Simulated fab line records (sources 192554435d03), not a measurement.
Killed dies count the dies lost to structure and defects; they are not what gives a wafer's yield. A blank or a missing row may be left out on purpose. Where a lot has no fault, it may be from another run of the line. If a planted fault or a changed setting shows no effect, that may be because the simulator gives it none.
Matching of chambers -- flow n5-finfet -- ald-sin-02 running N5_FIN_SAQP_ALD_61: 4 sister chambers
The step deposits SiO2, target thk 4 nm, pulse time 1 s, purge time 2 s. 7 wafers are shown with their chamber, then 8 later ones without.

WAFERS PAIRED WITH THEIR CHAMBERS
wafer,chamber,heater-power-w (W),precursor-pulse-height-rel
L078.1,1,412,0.991
L078.5,1,411,1.033
L079.6,0,467,1.024
L083.4,0,469,0.994
L083.5,3,497,0.982
L083.6,2,433,0.986
L088.1,3,495,0.983

WAFERS MISSING THEIR CHAMBER
wafer,heater-power-w (W),precursor-pulse-height-rel
L088.4,498,1.010
L088.6,441,0.964
L091.2,452,0.967
L091.4,416,1.014
L091.6,436,1.031
L092.2,491,0.998
L092.3,398,0.947
L092.5,472,1.007

EACH ONE'S CHAMBER
wafer,from the rows above,in truth
L088.4,3,3
L088.6,2,2
L091.2,0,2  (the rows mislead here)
L091.4,1,1
L091.6,2,2
L092.2,3,3
L092.3,1,1
L092.5,0,0
Placed correctly: 7 of 8. Left unplaced by these rows: 0. Wrongly placed: 1.
How it was worked out, from the rows above alone: a wafer's distance from a chamber is the root of the sum, over the readings, of the square of ((its reading less the chamber's mean) divided by the reading's scatter). The wafer belongs to the nearest chamber; if the next one is less than 2 further off, it can't be placed. The mean given for a chamber averages the wafers shown for that chamber. The scatter is the square root of a quotient: the sum, over the shown wafers, of each reading's squared deviation from its chamber's mean, divided by wafers minus chambers.
